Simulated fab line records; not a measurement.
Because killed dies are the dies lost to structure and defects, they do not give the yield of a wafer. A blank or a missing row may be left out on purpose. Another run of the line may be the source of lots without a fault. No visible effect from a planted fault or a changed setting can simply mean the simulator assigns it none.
Which of the tools did it? | flow n5-finfet | 13 lots with 37 wafers sampled at 5 steps, on a route of 1938 steps

== WHAT THE GAUGES SHOWED, per wafer ==
The record holds no reading of a measuring or inspecting step that can be judged against a usual standard deviation.

== EACH LOT AND THE TOOL THAT RAN IT (in order: tool; ch and the chambers of the sampled wafers; start) ==
lot  | N5_BEOL_M5_CURE_80            | N5_BEOL_M5_DEGAS_44          | N5_BEOL_M5_SURFACE_TREAT_87  | N5_BEOL_M5_ANNEAL_49         | N5_PASSIVATION_PROBE_49
L497 | uv-cure-02 ch 1, day 8 23:22  | pvd-sputter-02, day 8 23:55  | pvd-sputter-03, day 9 00:15  | pvd-sputter-01, day 9 00:33  | -
L500 | uv-cure-03 ch 1, day 9 09:00  | pvd-sputter-01, day 9 10:59  | pvd-sputter-01, day 9 11:29  | pvd-sputter-02, day 9 11:47  | -
L502 | uv-cure-02 ch 1, day 10 05:14 | pvd-sputter-01, day 10 05:34 | pvd-sputter-03, day 10 05:54 | pvd-sputter-01, day 10 06:11 | -
L501 | uv-cure-03 ch 2, day 10 10:46 | pvd-sputter-01, day 10 11:07 | pvd-sputter-02, day 10 13:03 | pvd-sputter-03, day 10 13:26 | prober-02, day 15 03:52
L503 | uv-cure-01 ch 0, day 11 03:44 | pvd-sputter-01, day 11 05:43 | pvd-sputter-01, day 11 06:04 | pvd-sputter-02, day 11 06:23 | -
L507 | uv-cure-01 ch 1, day 12 14:56 | pvd-sputter-03, day 12 15:17 | pvd-sputter-01, day 12 16:34 | pvd-sputter-01, day 12 16:52 | -
L508 | uv-cure-03 ch 2, day 12 17:23 | pvd-sputter-03, day 12 17:50 | pvd-sputter-02, day 12 18:11 | pvd-sputter-02, day 12 18:37 | -
L510 | uv-cure-01 ch 0, day 13 00:41 | pvd-sputter-01, day 13 01:14 | pvd-sputter-01, day 13 01:40 | pvd-sputter-02, day 13 02:01 | prober-01, day 17 08:05
L509 | uv-cure-03 ch 2, day 13 09:52 | pvd-sputter-03, day 13 10:31 | pvd-sputter-02, day 13 10:54 | pvd-sputter-02, day 13 11:13 | -
L511 | uv-cure-02 ch 1, day 13 14:32 | pvd-sputter-03, day 13 15:07 | pvd-sputter-02, day 13 15:34 | pvd-sputter-01, day 13 15:53 | prober-02, day 17 18:20
L515 | uv-cure-01 ch 1, day 13 16:43 | pvd-sputter-02, day 13 18:32 | pvd-sputter-03, day 13 19:01 | pvd-sputter-03, day 13 19:28 | prober-02, day 18 01:40
L517 | uv-cure-01 ch 1, day 14 06:07 | pvd-sputter-01, day 14 06:32 | pvd-sputter-02, day 14 07:14 | pvd-sputter-02, day 14 07:58 | prober-02, day 19 04:05
L518 | uv-cure-01 ch 2, day 15 05:19 | pvd-sputter-01, day 15 06:02 | pvd-sputter-01, day 15 06:34 | pvd-sputter-02, day 15 06:53 | -
- N5_BEOL_M5_CURE_80: cures SiCOH lowk, time 120 s.
- N5_BEOL_M5_DEGAS_44: time 60 s.
- N5_BEOL_M5_SURFACE_TREAT_87
- N5_BEOL_M5_ANNEAL_49: time 1800 s.
- N5_PASSIVATION_PROBE_49

== WHAT THE TOOLS THEMSELVES READ (means of the sampled wafers that have a number; where no wafer has one, the mark that the record gives instead) ==
N5_BEOL_M5_CURE_80.
lot  | tool       | lamp-power-pct (%) | wafer_temp_C_max
L497 | uv-cure-02 | 52.29              | 372.3
L500 | uv-cure-03 | 52.38              | 371.1
L502 | uv-cure-02 | 52.29              | 372.1
L501 | uv-cure-03 | 52.33              | 371.5
L503 | uv-cure-01 | 52.31              | 371.1
L507 | uv-cure-01 | 52.30              | 371.4
L508 | uv-cure-03 | 52.29              | 371.7
L510 | uv-cure-01 | 52.31              | 371.4
L509 | uv-cure-03 | 52.36              | 371.5
L511 | uv-cure-02 | 52.30              | 372.0
L515 | uv-cure-01 | 52.32              | 371.3
L517 | uv-cure-01 | 52.26              | 371.3
L518 | uv-cure-01 | 52.30              | 371.1

N5_BEOL_M5_DEGAS_44.
lot  | tool           | heater-power-w (W)
L497 | pvd-sputter-02 | 328
L500 | pvd-sputter-01 | 326
L502 | pvd-sputter-01 | 304
L501 | pvd-sputter-01 | 325
L503 | pvd-sputter-01 | 308
L507 | pvd-sputter-03 | 351
L508 | pvd-sputter-03 | 333
L510 | pvd-sputter-01 | 311
L509 | pvd-sputter-03 | 331
L511 | pvd-sputter-03 | 317
L515 | pvd-sputter-02 | 331
L517 | pvd-sputter-01 | 329
L518 | pvd-sputter-01 | 309

N5_BEOL_M5_ANNEAL_49.
lot  | tool           | heater-power-w (W) | susceptor-temp-C (C) | susceptor_temp_C_max
L497 | pvd-sputter-01 | 801                | 399.93               | 400.7
L500 | pvd-sputter-02 | 852                | 399.86               | 401.2
L502 | pvd-sputter-01 | 792                | 399.96               | 401.0
L501 | pvd-sputter-03 | 855                | 399.82               | 400.8
L503 | pvd-sputter-02 | 881                | 400.02               | 400.7
L507 | pvd-sputter-01 | 801                | 400.02               | 400.9
L508 | pvd-sputter-02 | -                  | -                    | -
L510 | pvd-sputter-02 | -                  | -                    | -
L509 | pvd-sputter-02 | -                  | -                    | -
L511 | pvd-sputter-01 | 771                | 399.92               | 400.8
L515 | pvd-sputter-03 | 788                | 399.90               | 400.7
L517 | pvd-sputter-02 | 863                | 399.96               | 401.3
L518 | pvd-sputter-02 | 775                | 400.12               | 401.0

N5_PASSIVATION_PROBE_49.
lot  | tool      | defect-limited-yield (%) | killed_at_M0_to_M3 | killed_at_M4_up | killed-at-contacts | killed-at-front-end | killed-at-other | killed-dies | killed-open | killed-short | sort_bin_5_function (%) | sort_bin_6_memory (%) | sort-n-pass | sort-yield-pct (%)
L501 | prober-02 | 92.3                     | 19                 | 13              | 8                  | 49                  | 2               | 91          | 62          | 28           | 4.6                     | 2.9                   | 1089        | 92.3
L510 | prober-01 | 91.1                     | 30                 | 14              | 11                 | 45                  | 6               | 105         | 72          | 32           | 5.3                     | 3.2                   | 1075        | 91.1
L511 | prober-02 | 91.5                     | 29                 | 8               | 16                 | 42                  | 5               | 100         | 68          | 29           | 4.8                     | 3.3                   | 1080        | 91.5
L515 | prober-02 | 88.8                     | 52                 | 13              | 13                 | 52                  | 1               | 132         | 79          | 50           | 6.5                     | 4.2                   | 1048        | 88.8
L517 | prober-02 | 92.2                     | 29                 | 11              | 16                 | 36                  | 1               | 92          | 60          | 29           | 4.3                     | 3.2                   | 1088        | 92.2

== THE ANSWER, worked out from the rows above alone ==
Rule: usual is defined by the lots themselves. The widest of any qualifying gaps counts: lots, ordered by their means at a reading, are off when they make up no more than a third of the lots, leave a main group of 4 or more, and stand apart from it by 3 or more times the standard deviation of that group's means. The tables above print the reading to a certain number of digits; a main group whose means all agree to those digits is not used. Also off: a lot with no number at a reading for which 4 or more lots have one. Any other lot the step has rows for is counted as sound. First the gauges in route order, then the tools' own readings, where a lot's mean is used as printed above. The first step at which some lot is off is used, and at that step the reading that is off furthest; a lot without a number counts as furthest.
Off: L508, L510, L509 (N5_BEOL_M5_ANNEAL_49, heater-power-w). Without a number there: L508, L510, L509. For the main group the mean is 818 W and the standard deviation 38.
A tool fits if, at that step or a process step before it, it ran every lot that is off, and no sound lot after the first of them. Of those tried, none fits.

== WHAT WAS PUT IN BY THE SIMULATOR ==
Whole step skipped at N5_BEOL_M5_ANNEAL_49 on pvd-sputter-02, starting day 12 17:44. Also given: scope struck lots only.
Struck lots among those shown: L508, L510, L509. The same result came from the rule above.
